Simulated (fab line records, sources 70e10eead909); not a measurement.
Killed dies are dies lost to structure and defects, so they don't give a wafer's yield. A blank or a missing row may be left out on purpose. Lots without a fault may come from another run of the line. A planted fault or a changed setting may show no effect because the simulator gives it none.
Which tool did it? | flow nand_harc | 22 lots, 66 wafers sampled, at 6 steps of a route of 1159

WHAT THE GAUGES READ, wafer by wafer
The record holds no reading of a measuring or inspecting step that can be judged against a usual standard deviation.

WHICH TOOL RAN EACH LOT (tool, then ch and the chambers of the sampled wafers, then the start)
lot  | NHARC_A_CONTACT_STRIP_82                      | NHARC_A_CONTACT_DEP_84        | NHARC_A_CONTACT_ETCH_89                       | NHARC_A_CONTACT_ETCH_30                       | NHARC_A_CONTACT_ETCH_136             | NHARC_A_CONTACT_ALD_18
L074 | rie_diel-12 ch 0,2, day 16 17:26 or earlier   | acl_dep-01 ch 0, day 16 17:26 | rie_diel-11 ch 0,2, day 16 21:07 or earlier   | rie_diel-11 ch 0,1, day 16 21:07 or earlier   | har_cap_etch-03 ch 0,1, day 16 21:07 | ald_metal-03 ch 0,2,3, day 16 23:50
L075 | rie_diel-11 ch 1,3, day 17 04:02 or earlier   | acl_dep-02 ch 0, day 17 04:02 | rie_diel-12 ch 0,2, day 17 07:23 or earlier   | rie_diel-12 ch 0,3, day 17 07:23 or earlier   | har_cap_etch-02 ch 0,1, day 17 07:23 | ald_metal-04 ch 0,1, day 17 09:25
L076 | rie_diel-02 ch 0,2,3, day 17 04:33 or earlier | acl_dep-01 ch 0, day 17 04:33 | rie_diel-11 ch 0,3, day 17 08:06 or earlier   | rie_diel-11 ch 0,1,2, day 17 08:06 or earlier | har_cap_etch-03 ch 0, day 17 08:06   | ald_metal-01 ch 0,2,3, day 17 10:09
L078 | rie_diel-02 ch 1,2,3, day 17 09:40 or earlier | acl_dep-02 ch 0, day 17 09:40 | rie_diel-12 ch 0,1, day 17 12:41 or earlier   | rie_diel-12 ch 1,2,3, day 17 12:41 or earlier | har_cap_etch-02 ch 0,1, day 17 12:41 | ald_metal-03 ch 0,3, day 17 14:36
L077 | rie_diel-11 ch 1,3, day 17 11:55 or earlier   | acl_dep-01 ch 0, day 17 11:55 | rie_diel-12 ch 1,3, day 17 15:25 or earlier   | rie_diel-12 ch 1,2,3, day 17 15:25 or earlier | har_cap_etch-03 ch 0,1, day 17 15:25 | ald_metal-03 ch 0,1,3, day 17 17:19
L079 | rie_diel-02 ch 0,2,3, day 18 09:02 or earlier | acl_dep-01 ch 0, day 18 09:02 | rie_diel-12 ch 1,2,3, day 18 12:40 or earlier | rie_diel-12 ch 0,1,2, day 18 12:40 or earlier | har_cap_etch-02 ch 0,1, day 18 12:40 | ald_metal-01 ch 1,2,3, day 18 14:58
L080 | rie_diel-11 ch 2,3, day 18 17:32 or earlier   | acl_dep-03 ch 0, day 18 17:32 | rie_diel-02 ch 0,2,3, day 18 21:10 or earlier | rie_diel-02 ch 1,2,3, day 18 21:10 or earlier | har_cap_etch-02 ch 0,1, day 18 21:10 | ald_metal-01 ch 1,2,3, day 18 23:09
L081 | rie_diel-11 ch 1,2,3, day 18 23:21 or earlier | acl_dep-01 ch 0, day 18 23:21 | rie_diel-02 ch 0,1, day 19 02:16 or earlier   | rie_diel-02 ch 0,1,3, day 19 02:16 or earlier | har_cap_etch-02 ch 0,1, day 19 02:16 | ald_metal-03 ch 1,2,3, day 19 04:10
L082 | rie_diel-11 ch 0,1, day 19 02:17 or earlier   | acl_dep-01 ch 0, day 19 02:17 | rie_diel-02 ch 2,3, day 19 05:32 or earlier   | rie_diel-02 ch 0,1,2, day 19 05:32 or earlier | har_cap_etch-03 ch 0,1, day 19 05:32 | ald_metal-03 ch 2,3, day 19 07:30
L083 | rie_diel-02 ch 0,1,2, day 19 03:20 or earlier | acl_dep-01 ch 0, day 19 03:20 | rie_diel-11 ch 0,1,3, day 19 06:42 or earlier | rie_diel-11 ch 0,1,2, day 19 06:42 or earlier | har_cap_etch-02 ch 0,1, day 19 06:42 | ald_metal-04 ch 0,1,3, day 19 08:38
L085 | rie_diel-02 ch 0,1,3, day 19 14:56 or earlier | acl_dep-01 ch 0, day 19 14:56 | rie_diel-02 ch 0,1, day 19 18:31 or earlier   | rie_diel-02 ch 0,1,2, day 19 18:31 or earlier | har_cap_etch-01 ch 0,1, day 19 18:31 | ald_metal-01 ch 0,1,3, day 19 20:49
L086 | rie_diel-02 ch 1,2,3, day 19 19:49 or earlier | acl_dep-02 ch 0, day 19 19:49 | rie_diel-11 ch 2,3, day 20 00:49 or earlier   | rie_diel-11 ch 0,1,2, day 20 00:49 or earlier | har_cap_etch-03 ch 0,1, day 20 00:49 | ald_metal-04 ch 1,2,3, day 20 02:52
L087 | rie_diel-12 ch 0,2, day 19 21:46 or earlier   | acl_dep-03 ch 0, day 19 21:46 | rie_diel-02 ch 2,3, day 20 01:07 or earlier   | rie_diel-02 ch 0,1,2, day 20 01:07 or earlier | har_cap_etch-02 ch 0,1, day 20 01:07 | ald_metal-03 ch 0,1,2, day 20 03:13
L089 | rie_diel-02 ch 0,1,3, day 20 02:59 or earlier | acl_dep-01 ch 0, day 20 02:59 | rie_diel-02 ch 0,1,2, day 20 06:16 or earlier | rie_diel-02 ch 0,2,3, day 20 06:16 or earlier | har_cap_etch-01 ch 0,1, day 20 06:16 | ald_metal-04 ch 0,1,2, day 20 08:16
L084 | rie_diel-12 ch 1,2,3, day 20 03:13 or earlier | acl_dep-03 ch 0, day 20 03:13 | rie_diel-12 ch 0,1,2, day 20 07:04 or earlier | rie_diel-12 ch 0,1,2, day 20 07:04 or earlier | har_cap_etch-03 ch 0,1, day 20 07:04 | ald_metal-03 ch 0,1,2, day 20 09:01
L088 | rie_diel-11 ch 1,3, day 20 13:52 or earlier   | acl_dep-03 ch 0, day 20 13:52 | rie_diel-02 ch 0,3, day 20 17:13 or earlier   | rie_diel-02 ch 1,2,3, day 20 17:13 or earlier | har_cap_etch-02 ch 0,1, day 20 17:13 | ald_metal-04 ch 1,2,3, day 20 19:08
L090 | rie_diel-02 ch 0,1,3, day 20 17:46 or earlier | acl_dep-02 ch 0, day 20 17:46 | rie_diel-02 ch 0,1,3, day 20 21:26 or earlier | rie_diel-02 ch 0,1,2, day 20 21:26 or earlier | har_cap_etch-02 ch 0,1, day 20 21:26 | ald_metal-03 ch 0,1,3, day 20 23:59
L091 | rie_diel-11 ch 0,3, day 21 05:40 or earlier   | acl_dep-02 ch 0, day 21 05:40 | rie_diel-02 ch 1,2,3, day 21 08:44 or earlier | rie_diel-02 ch 2,3, day 21 08:44 or earlier   | har_cap_etch-03 ch 0,1, day 21 08:44 | ald_metal-04 ch 0,1,3, day 21 10:41
L093 | rie_diel-11 ch 0,1,3, day 21 08:07 or earlier | acl_dep-03 ch 0, day 21 08:07 | rie_diel-12 ch 0,2,3, day 21 11:25 or earlier | rie_diel-12 ch 1,2, day 21 11:25 or earlier   | har_cap_etch-01 ch 0,1, day 21 11:25 | ald_metal-01 ch 0,1, day 21 13:22
L094 | rie_diel-02 ch 0,1,3, day 21 13:08 or earlier | acl_dep-03 ch 0, day 21 13:08 | rie_diel-11 ch 0,1,2, day 21 16:38 or earlier | rie_diel-11 ch 1,2, day 21 16:38 or earlier   | har_cap_etch-02 ch 0,1, day 21 16:38 | ald_metal-01 ch 0,1,2, day 21 19:02
L092 | rie_diel-02 ch 0,2,3, day 21 18:29 or earlier | acl_dep-01 ch 0, day 21 18:29 | rie_diel-02 ch 0,2, day 21 21:53 or earlier   | rie_diel-02 ch 1,3, day 21 21:53 or earlier   | har_cap_etch-01 ch 0,1, day 21 21:53 | ald_metal-01 ch 0,2,3, day 21 23:56
L095 | rie_diel-12 ch 0,1,2, day 22 17:14 or earlier | acl_dep-03 ch 0, day 22 17:14 | rie_diel-02 ch 1,2,3, day 22 21:17 or earlier | rie_diel-02 ch 0,2,3, day 22 21:17 or earlier | har_cap_etch-02 ch 0,1, day 22 21:17 | ald_metal-04 ch 0,1,2, day 22 23:23
- NHARC_A_CONTACT_STRIP_82: strips in O2.
- NHARC_A_CONTACT_DEP_84: deposits aC, target thk 2000 nm.
- NHARC_A_CONTACT_ETCH_89: etches the open film in N2/H2, target depth 260 nm, time 475.3 s.
- NHARC_A_CONTACT_ETCH_30: etches the open film in CF4/CHF3, target depth 60.5 nm, time 30.2 s.
- NHARC_A_CONTACT_ETCH_136: etches the open film in C4F8/O2/Ar, time 132 s, target depth 1287 nm.
- NHARC_A_CONTACT_ALD_18: deposits TiN, target thk 3 nm, pulse time 1 s, ald cycles 150.

WHAT THE TOOLS THEMSELVES READ (means of the sampled wafers that have a number; where no wafer has one, the mark that the record gives instead)
NHARC_A_CONTACT_STRIP_82.
lot  | tool        | chamber_pressure_mTorr (mTorr) | drypump_motor_current_A (A) | oes_product_au (a.u.) | rf_vpp_V (V) | showerhead_plenum_p_Torr (Torr) | throttle_valve_pct (%)
L074 | rie_diel-12 | 59.97                          | 5.8                         | 1.002                 | 57.9         | 3.51                            | 17.033
L075 | rie_diel-11 | 59.99                          | 6.1                         | 1.010                 | 58.1         | 3.60                            | 17.035
L076 | rie_diel-02 | 59.97                          | 5.9                         | 0.999                 | 57.8         | 3.56                            | 17.042
L078 | rie_diel-02 | 60.00                          | 5.4                         | 0.993                 | 57.2         | 3.52                            | 17.034
L077 | rie_diel-11 | 59.99                          | 6.2                         | 1.001                 | 56.8         | 3.47                            | 17.036
L079 | rie_diel-02 | 60.00                          | 5.9                         | 1.003                 | 57.6         | 3.56                            | 17.022
L080 | rie_diel-11 | 60.03                          | 5.2                         | 1.001                 | 57.5         | 3.68                            | 17.034
L081 | rie_diel-11 | 60.05                          | 5.7                         | 0.998                 | 57.6         | 3.57                            | 17.035
L082 | rie_diel-11 | 60.01                          | 5.9                         | 1.002                 | 57.7         | 3.49                            | 17.032
L083 | rie_diel-02 | 60.02                          | 5.6                         | 0.995                 | 58.0         | 3.53                            | 17.044
L085 | rie_diel-02 | 60.00                          | 5.7                         | 0.991                 | 57.7         | 3.65                            | 17.028
L086 | rie_diel-02 | 60.00                          | 5.4                         | 1.002                 | 57.9         | 3.52                            | 17.039
L087 | rie_diel-12 | 60.01                          | 5.8                         | 1.003                 | 57.7         | 3.49                            | 17.033
L089 | rie_diel-02 | 59.95                          | 5.7                         | 0.989                 | 57.9         | 3.65                            | 17.039
L084 | rie_diel-12 | 60.00                          | 5.6                         | 1.003                 | 58.0         | 3.48                            | 17.027
L088 | rie_diel-11 | 60.01                          | 6.2                         | 1.007                 | 56.5         | 3.45                            | 17.040
L090 | rie_diel-02 | 60.05                          | 5.7                         | 0.988                 | 57.8         | 3.65                            | 17.034
L091 | rie_diel-11 | 60.05                          | 5.3                         | 1.001                 | 58.6         | 3.76                            | 17.036
L093 | rie_diel-11 | 60.00                          | 5.8                         | 0.996                 | 58.1         | 3.60                            | 17.030
L094 | rie_diel-02 | 60.04                          | 5.7                         | 0.993                 | 57.9         | 3.65                            | 17.037
L092 | rie_diel-02 | 59.96                          | 5.9                         | 0.998                 | 57.6         | 3.55                            | 17.035
L095 | rie_diel-12 | 59.97                          | 5.5                         | 1.001                 | 56.3         | 3.43                            | 17.031

NHARC_A_CONTACT_DEP_84.
lot  | tool       | throttle_valve_pct (%)
L074 | acl_dep-01 | 35.003
L075 | acl_dep-02 | 34.997
L076 | acl_dep-01 | 35.004
L078 | acl_dep-02 | 35.003
L077 | acl_dep-01 | 34.991
L079 | acl_dep-01 | 34.999
L080 | acl_dep-03 | 34.996
L081 | acl_dep-01 | 34.997
L082 | acl_dep-01 | 35.000
L083 | acl_dep-01 | 34.997
L085 | acl_dep-01 | 34.994
L086 | acl_dep-02 | 35.003
L087 | acl_dep-03 | 34.998
L089 | acl_dep-01 | 35.002
L084 | acl_dep-03 | 35.001
L088 | acl_dep-03 | 34.999
L090 | acl_dep-02 | 35.000
L091 | acl_dep-02 | 35.004
L093 | acl_dep-03 | 35.003
L094 | acl_dep-03 | 34.999
L092 | acl_dep-01 | 34.995
L095 | acl_dep-03 | 34.999

NHARC_A_CONTACT_ETCH_89.
lot  | tool        | chamber_pressure_mTorr (mTorr) | drypump_motor_current_A (A) | n2_flow_sccm (sccm) | oes_product_au (a.u.) | rf_vpp_V (V) | showerhead_plenum_p_Torr (Torr) | throttle_valve_pct (%)
L074 | rie_diel-11 | 29.98                          | 4.9                         | 150.2               | 0.998                 | 433.3        | 2.16                            | 14.170
L075 | rie_diel-12 | 30.00                          | 5.7                         | 149.8               | 1.008                 | 430.2        | 2.02                            | 14.170
L076 | rie_diel-11 | 30.01                          | 5.6                         | 150.2               | 1.002                 | 433.9        | 2.19                            | 14.160
L078 | rie_diel-12 | 30.00                          | 5.5                         | 149.8               | 0.996                 | 428.5        | 1.99                            | 14.175
L077 | rie_diel-12 | 29.99                          | 5.3                         | 149.5               | 0.999                 | 428.9        | 1.98                            | 14.177
L079 | rie_diel-12 | 29.99                          | 5.6                         | 150.0               | 0.995                 | 429.1        | 2.02                            | 14.169
L080 | rie_diel-02 | 30.01                          | 5.9                         | 149.9               | 0.992                 | 430.6        | 2.06                            | 14.176
L081 | rie_diel-02 | 30.02                          | 5.4                         | 150.1               | 1.000                 | 432.3        | 2.11                            | 14.164
L082 | rie_diel-02 | 30.02                          | 5.7                         | 150.1               | 0.988                 | 431.1        | 2.05                            | 14.170
L083 | rie_diel-11 | 30.01                          | 5.8                         | 150.1               | 0.999                 | 432.2        | 2.09                            | 14.182
L085 | rie_diel-02 | 29.99                          | 5.8                         | 149.6               | 0.995                 | 432.4        | 2.13                            | 14.175
L086 | rie_diel-11 | 30.01                          | 5.2                         | 150.0               | 1.008                 | 432.8        | 2.13                            | 14.186
L087 | rie_diel-02 | 30.00                          | 5.7                         | 150.1               | 0.993                 | 430.9        | 2.04                            | 14.173
L089 | rie_diel-02 | 30.01                          | 5.6                         | 149.5               | 0.997                 | 430.8        | 2.04                            | 14.191
L084 | rie_diel-12 | 30.02                          | 5.5                         | 150.3               | 1.002                 | 429.1        | 1.98                            | 14.174
L088 | rie_diel-02 | 29.99                          | 6.1                         | 150.4               | 0.996                 | 433.4        | 2.14                            | 14.187
L090 | rie_diel-02 | 30.01                          | 5.7                         | 150.3               | 0.990                 | 432.7        | 2.11                            | 14.164
L091 | rie_diel-02 | 29.99                          | 5.4                         | 149.9               | 0.991                 | 430.1        | 2.03                            | 14.164
L093 | rie_diel-12 | 30.02                          | 5.8                         | 150.2               | 0.999                 | 430.6        | 2.04                            | 14.168
L094 | rie_diel-11 | 30.00                          | 5.4                         | 149.9               | 0.998                 | 431.6        | 2.07                            | 14.174
L092 | rie_diel-02 | 30.04                          | 6.0                         | 150.3               | 0.995                 | 431.2        | 2.06                            | 14.172
L095 | rie_diel-02 | 29.98                          | 5.4                         | 149.7               | 0.998                 | 430.3        | 2.03                            | 14.165

NHARC_A_CONTACT_ETCH_30.
lot  | tool        | chamber_pressure_mTorr (mTorr) | drypump_motor_current_A (A) | oes_product_au (a.u.) | rf_vpp_V (V) | showerhead_plenum_p_Torr (Torr) | throttle_valve_pct (%)
L074 | rie_diel-11 | 25.000                         | 5.9                         | 0.945                 | 369.7        | 1.56                            | 16.810
L075 | rie_diel-12 | 25.010                         | 5.8                         | 0.978                 | 370.6        | 1.58                            | 16.807
L076 | rie_diel-11 | 24.988                         | 5.4                         | 0.932                 | 372.4        | 1.61                            | 16.804
L078 | rie_diel-12 | 25.016                         | 5.6                         | 0.969                 | 369.9        | 1.56                            | 16.798
L077 | rie_diel-12 | 24.983                         | 5.5                         | 0.976                 | 369.1        | 1.56                            | 16.798
L079 | rie_diel-12 | 25.015                         | 5.5                         | 0.917                 | 369.2        | 1.54                            | 16.803
L080 | rie_diel-02 | 25.016                         | 5.4                         | 0.958                 | 371.0        | 1.57                            | 16.803
L081 | rie_diel-02 | 24.995                         | 5.7                         | 0.920                 | 372.8        | 1.63                            | 16.808
L082 | rie_diel-02 | 25.017                         | 5.5                         | 0.918                 | 370.7        | 1.58                            | 16.805
L083 | rie_diel-11 | 25.027                         | 5.4                         | 0.925                 | 371.7        | 1.60                            | 16.804
L085 | rie_diel-02 | 25.003                         | 5.6                         | 0.927                 | 370.7        | 1.57                            | 16.793
L086 | rie_diel-11 | 24.989                         | 5.4                         | 0.919                 | 371.9        | 1.60                            | 16.807
L087 | rie_diel-02 | 24.994                         | 5.6                         | 0.960                 | 371.1        | 1.57                            | 16.796
L089 | rie_diel-02 | 24.980                         | 5.9                         | 0.914                 | 371.4        | 1.58                            | 16.802
L084 | rie_diel-12 | 24.999                         | 5.5                         | 0.922                 | 369.2        | 1.53                            | 16.801
L088 | rie_diel-02 | 24.982                         | 5.4                         | 0.960                 | 370.2        | 1.57                            | 16.815
L090 | rie_diel-02 | 25.004                         | 5.6                         | 0.921                 | 370.8        | 1.57                            | 16.800
L091 | rie_diel-02 | 24.977                         | 5.7                         | 0.926                 | 371.2        | 1.58                            | 16.807
L093 | rie_diel-12 | 25.008                         | 5.2                         | 0.927                 | 368.7        | 1.50                            | 16.808
L094 | rie_diel-11 | 24.993                         | 5.9                         | 0.931                 | 369.5        | 1.53                            | 16.808
L092 | rie_diel-02 | 25.012                         | 5.5                         | 0.915                 | 372.2        | 1.62                            | 16.804
L095 | rie_diel-02 | 24.984                         | 5.9                         | 0.937                 | 371.1        | 1.58                            | 16.809

NHARC_A_CONTACT_ETCH_136.
lot  | tool            | chamber_pressure_mTorr (mTorr) | oes_air_line_au (a.u.)
L074 | har_cap_etch-03 | 19.995                         | 1.002
L075 | har_cap_etch-02 | 20.003                         | 0.998
L076 | har_cap_etch-03 | 19.988                         | 1.011
L078 | har_cap_etch-02 | 20.006                         | 0.985
L077 | har_cap_etch-03 | 19.996                         | 1.014
L079 | har_cap_etch-02 | 20.003                         | 0.995
L080 | har_cap_etch-02 | 19.976                         | 1.018
L081 | har_cap_etch-02 | 20.030                         | 1.006
L082 | har_cap_etch-03 | 20.002                         | 1.013
L083 | har_cap_etch-02 | 19.972                         | 1.009
L085 | har_cap_etch-01 | 20.007                         | 1.007
L086 | har_cap_etch-03 | 19.996                         | 1.019
L087 | har_cap_etch-02 | 20.000                         | 1.010
L089 | har_cap_etch-01 | 19.999                         | 0.995
L084 | har_cap_etch-03 | 20.012                         | 0.999
L088 | har_cap_etch-02 | 20.004                         | 0.993
L090 | har_cap_etch-02 | 19.995                         | 1.005
L091 | har_cap_etch-03 | 20.007                         | 0.990
L093 | har_cap_etch-01 | 20.003                         | 1.013
L094 | har_cap_etch-02 | 20.003                         | 1.016
L092 | har_cap_etch-01 | 19.992                         | 1.012
L095 | har_cap_etch-02 | 19.976                         | 0.999

NHARC_A_CONTACT_ALD_18.
lot  | tool         | heater_power_w (W) | precursor_pulse_height_rel
L074 | ald_metal-03 | 1031               | 0.981
L075 | ald_metal-04 | 1253               | 1.001
L076 | ald_metal-01 | 1109               | 0.993
L078 | ald_metal-03 | 1205               | 1.009
L077 | ald_metal-03 | 1115               | 0.990
L079 | ald_metal-01 | 1148               | 1.004
L080 | ald_metal-01 | 1156               | 1.016
L081 | ald_metal-03 | 964                | 0.999
L082 | ald_metal-03 | 872                | 0.995
L083 | ald_metal-04 | 1143               | 0.997
L085 | ald_metal-01 | 1088               | 1.000
L086 | ald_metal-04 | 1123               | 0.993
L087 | ald_metal-03 | 1028               | 0.995
L089 | ald_metal-04 | 1130               | 1.000
L084 | ald_metal-03 | 1049               | 0.984
L088 | ald_metal-04 | 1102               | 0.995
L090 | ald_metal-03 | 1124               | 0.988
L091 | ald_metal-04 | 1146               | 1.003
L093 | ald_metal-01 | 1074               | 1.008
L094 | ald_metal-01 | 1080               | 0.995
L092 | ald_metal-01 | 1107               | 0.999
L095 | ald_metal-04 | 1123               | 1.014

THE ANSWER, worked out from the rows above alone
Rule: what is usual is taken from the lots themselves. Put in order of their means at a reading, lots are off if they are a third of the lots or fewer, leave a main group of 4 or more, and stand apart from it by a gap of 3 or more times the standard deviation of the main group's means; of several such gaps the widest counts. A main group whose means are all the same, to the digits that the tables above print for the reading, isn't used. A lot without any number at a reading at which 4 lots or more have one is off too. The other lots that the step has rows for count as sound. The gauges are gone through in route order, then the tools' own readings, and for those a lot's mean is taken as printed above. The first step at which some lot is off is used, and at that step the reading that is off furthest; a lot without a number counts as furthest.
No lot is off at any reading shown: from this, nothing can be told.

WHAT THE SIMULATOR HAD PUT IN
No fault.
